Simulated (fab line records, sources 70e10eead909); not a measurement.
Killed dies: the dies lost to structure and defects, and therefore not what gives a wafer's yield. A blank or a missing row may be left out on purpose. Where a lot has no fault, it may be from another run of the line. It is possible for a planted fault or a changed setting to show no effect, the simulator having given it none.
Struck lot and sound lot, side by side | flow nandHarc | 15 out of 1302 route steps
Sound: the wafers L762.1, L762.2, L762.3. Struck: wafer L769.4. (L769.1, L769.3 of the same lot were not struck and are left out.) The cause comes at the end.
At each step with rows: each side's tool, then ch and its chambers, then its first start. Under that, the readings that differ: sound wafers | struck wafers | difference of the means | sigmas: that difference in standard deviations of wafers without a fault.
alike: words and numbers the same on both sides, and readings whose means are apart by under 2 such deviations; not compared: readings that were withheld, readings missing a value for some wafer, numbers with overlapping values and no deviation given by the record, and bounds like >300 which may hide the same value.
A row with sigmas, a row that says differs or no value, or rows on one side alone: a step with any of these is where the two part. When numbers do not overlap yet have no deviation, they are printed without sigmas and do not part them. A reading that every wafer of one side lacks parts them only if that side has two wafers or more.

NHARC_A_CHANNEL_HOLE_D1_ETCH_19: etches the open film in C4F8/O2/Ar, time 34.5 s.
  sound on harEtch-02 ch 0,1, day 10 22:09; struck on harEtch-02 ch 1, day 14 20:39
  alike: drypumpMotorCurrentA, rfFwdPowerW, runLengthS, showerheadPlenumPTorr, throttleValvePct
  not compared: rfHoursCounterH
NHARC_A_CHANNEL_HOLE_D1_ETCH_20: etches the open film in C4F8/O2/Ar, time 361.9 s, target depth 1600 nm.
  sound on harEtch-02 ch 0,1, day 10 22:16; struck on harEtch-02 ch 1, day 14 20:47
  alike: drypumpMotorCurrentA, runLengthS, showerheadPlenumPTorr, throttleValvePct
  not compared: rfHoursCounterH
NHARC_A_CHANNEL_HOLE_D1_ETCH_21: etches the open film in C4F8/O2/Ar, time 514.3 s, target depth 1600 nm.
  sound on harEtch-02 ch 0,1, day 10 22:34; struck on harEtch-02 ch 1, day 14 21:08
  alike: drypumpMotorCurrentA, runLengthS, showerheadPlenumPTorr, throttleValvePct
  not compared: rfHoursCounterH
then, 5 steps without rows for these wafers: NHARC_A_CHANNEL_HOLE_D1_ETCH_22 (etches the open film in C4F8/O2/Ar, time 666.7 s, target depth 1600 nm); NHARC_A_CHANNEL_HOLE_D1_ETCH_23 (etches the open film in C4F8/O2/Ar, time 819 s, target depth 1600 nm); NHARC_A_CHANNEL_HOLE_D1_ETCH_24 (etches the open film in C4F8/O2/Ar, time 906.2 s, target depth 1500 nm); NHARC_A_CHANNEL_HOLE_D1_ETCH_25 (etches the open film in C4F8/O2/Ar, time 1040.2 s, target depth 1500 nm); NHARC_A_CHANNEL_HOLE_D1_ETCH_26 (etches the open film in C4F8/O2/Ar, time 224.1 s, target depth 300 nm).
NHARC_A_CHANNEL_HOLE_D1_ETCH_33: etches the open film in C4F8/O2/Ar, time 90 s, target depth 400 nm.
  sound on harEtch-02 ch 0,1, day 11 02:07; struck on harEtch-02 ch 1, day 15 00:37
  alike: drypumpMotorCurrentA, rfFwdPowerW, runLengthS, showerheadPlenumPTorr, throttleValvePct
  not compared: rfHoursCounterH
then, 3 steps without rows for these wafers: NHARC_A_CHANNEL_HOLE_D1_STRIP_41 (strips in N2/H2); NHARC_A_CHANNEL_HOLE_D1_STRIP_42 (strips in CF4/CHF3); NHARC_A_CHANNEL_HOLE_D1_STRIP_43 (strips in O2/COS).
NHARC_A_CHANNEL_HOLE_D1_ETCH_44: etches the open film in CF4/O2, target depth 140 nm, overetch 14 nm, time 77 s.
  sound on rieDiel-09 ch 0,2,3, day 11 02:52; struck on rieDiel-09 ch 0, day 15 01:20
reading             | sound          | struck | difference | sigmas
rfHoursCounterH (h) | 8 7 8          | 0      | -8         | 
runLengthS (s)      | 98.7 97.9 99.0 | 88.7   | -9.8       | -27
  alike: drypumpMotorCurrentA, oes_ar_750_au, oesProductAu, rfVppV, showerheadPlenumPTorr, throttleValvePct
  not compared: rfFwdPowerW
NHARC_A_CHANNEL_HOLE_D1_STRIP_27: strips in O2.
  sound: rieDiel-09 ch 0,2,3; struck: rieDiel-09 ch 0
reading             | sound | struck | difference | sigmas
rfHoursCounterH (h) | 8 8 7 | 0      | -8         | 
  alike: drypumpMotorCurrentA, oesProductAu, rfVppV, showerheadPlenumPTorr, throttleValvePct
-- break in the record here, with 15 days between the starts of the struck wafers on either side (left off in module A_CHANNEL_HOLE_D1, picked up again in module END, where the first step shown is number 1302 on the route) --
NHARC_END_SORT_01:
  the record has rows for the struck wafers here (prober-02 ch 0, day 30 07:43) and none for the sound ones

== WHERE THEY PART ==
First at NHARC_A_CHANNEL_HOLE_D1_ETCH_44; last, within this record, at NHARC_END_SORT_01.

WHY: what had been put in by the simulator
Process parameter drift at NHARC_A_CHANNEL_HOLE_D1_ETCH_44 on rieDiel-09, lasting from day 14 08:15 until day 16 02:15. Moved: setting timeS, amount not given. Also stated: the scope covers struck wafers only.
